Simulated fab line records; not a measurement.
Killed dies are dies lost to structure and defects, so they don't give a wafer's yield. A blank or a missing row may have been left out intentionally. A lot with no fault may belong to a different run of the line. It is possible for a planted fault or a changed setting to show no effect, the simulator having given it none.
A struck lot beside a sound one -- flow nand-harc -- 15 steps out of a route of 1302
Sound: wafers L891.3, L891.4, L891.5. The struck wafers were L900.1, L900.3, L900.4. The cause is given at the end.
At each step with rows: each side's tool, then ch and its chambers, then its first start. Under that, the readings that differ: sound wafers -- struck wafers -- difference of the means -- sigmas: that difference in standard deviations of wafers without a fault.
alike: same words and numbers on both sides, and readings whose means sit less than 2 such deviations apart. not compared: any withheld reading, any reading some wafer has no value for, any bound like >300 that may hide the same value, and any number with overlapping values for which the record gives no deviation.
The two part at a step that has a row with sigmas, a row that says differs or no value, or rows on one side only. Non-overlapping numbers with no deviation appear without sigmas and do not part them. A reading that every wafer of one side lacks parts them only if that side has two wafers or more.

first, 1 step without rows for these wafers: NHARC_A_CONTACT_DEVELOP_07 (develop time 35 s).
NHARC_A_CONTACT_CD_MEAS_08: the cd target is 200 nm.
  sound on cd-sem-01 ch 0, day 22 07:16; struck on cd-sem-02 ch 0, day 26 09:25
  alike: cd-nm
NHARC_A_CONTACT_OVL_MEAS_09:
  sound on overlay-02 at day 22 07:21; struck on overlay-01 at day 26 09:31
reading,sound,struck,difference,sigmas
overlay-x-nm (nm),-1.5 -1.0 -0.7,1.2 0.9 1.6,+2.3,+3
  alike: overlay-y-nm
NHARC_A_CONTACT_INSPECT_10:
  sound on defect-inspect-01 at day 22 07:23; struck on defect-inspect-01 at day 26 09:33
  alike: raw-defect-count
then, 1 step without rows for these wafers: NHARC_A_CONTACT_DESCUM_13 (chemistry O2, time 3 s).
NHARC_A_CONTACT_ETCH_88: etches the open film in CF4, target depth 39 nm, time 65 s.
  sound on rie-diel-02 ch 1,2,3, day 22 07:32; struck on rie-diel-13 ch 0,1,2, day 26 09:41
reading,sound,struck,difference,sigmas
drypump-motor-current-A (A),5.3 5.9 5.5,6.3 6.4 6.5,+0.8,+2
  alike: bias-w, cf4-flow-sccm, oes-product-au, rf-vpp-V, showerhead-plenum-p-Torr, throttle-valve-pct
  not compared: rf-hours-counter-h
then, 1 step without rows for these wafers: NHARC_A_CONTACT_ETCH_89 (etches the open film in N2/H2, target depth 260 nm, time 475.3 s).
NHARC_A_CONTACT_ETCH_30: etches the open film in CF4/CHF3, target depth 72.6 nm, time 36.3 s.
  sound on rie-diel-02 ch 1,2; struck on rie-diel-13 ch 1,2,3
  alike: bias-w, cf4-flow-sccm, chf3-flow-sccm, drypump-motor-current-A, oes-product-au, rf-vpp-V, showerhead-plenum-p-Torr, throttle-valve-pct
  not compared: rf-hours-counter-h
then, 1 step without rows for these wafers: NHARC_A_CONTACT_ETCH_31 (etches the open film in O2/COS, target depth 2800 nm, time 728 s).
NHARC_A_CONTACT_ETCH_134: etches the open film in C4F8/O2/Ar, time 140 s, target depth 700 nm.
  sound on har-cap-etch-02 ch 0,1, day 22 08:39; struck on har-cap-etch-02 ch 0,1, day 26 10:46
  alike: chamber-pressure-mTorr, oes-air-line-au
  not compared: rf-hours-counter-h
NHARC_A_CONTACT_ETCH_135: etches the open film in C4F8/O2/Ar, time 311 s, target depth 1912 nm.
  sound on har-cap-etch-02 ch 0,1, day 22 08:53; struck on har-cap-etch-02 ch 0,1, day 26 10:59
  alike: chamber-pressure-mTorr, oes-air-line-au
  not compared: rf-hours-counter-h
then, 1 step without rows for these wafers: NHARC_A_CONTACT_ETCH_136 (etches the open film in C4F8/O2/Ar, time 311 s, target depth 1912 nm).
NHARC_A_CONTACT_ETCH_137: etches the open film in C4F8/O2/Ar, time 311 s, target depth 1912 nm.
  sound on har-cap-etch-02 ch 0,1, day 22 09:25; struck on har-cap-etch-02 ch 0,1, day 26 11:31
  no value came back on the struck wafers for chamber-pressure-mTorr (mTorr), oes-air-line-au (a.u.); on the sound wafers chamber-pressure-mTorr (mTorr) reads 20.000 20.005 20.037
  not compared: rf-hours-counter-h
NHARC_A_CONTACT_ETCH_138: etches the open film in C4F8/O2/Ar, time 311 s, target depth 1914 nm.
  sound on har-cap-etch-02 ch 0,1, day 22 09:41; struck on har-cap-etch-02 ch 0,1, day 26 11:47
  alike: chamber-pressure-mTorr, oes-air-line-au
  not compared: rf-hours-counter-h
NHARC_END_SORT_01:
  here the record holds rows for the struck wafers (prober-02 ch 0, day 28 10:55) but none for the sound ones

== WHERE THEY PART ==
First at NHARC_A_CONTACT_OVL_MEAS_09; last, within this record, at NHARC_END_SORT_01.

WHY: whatever the simulator had introduced
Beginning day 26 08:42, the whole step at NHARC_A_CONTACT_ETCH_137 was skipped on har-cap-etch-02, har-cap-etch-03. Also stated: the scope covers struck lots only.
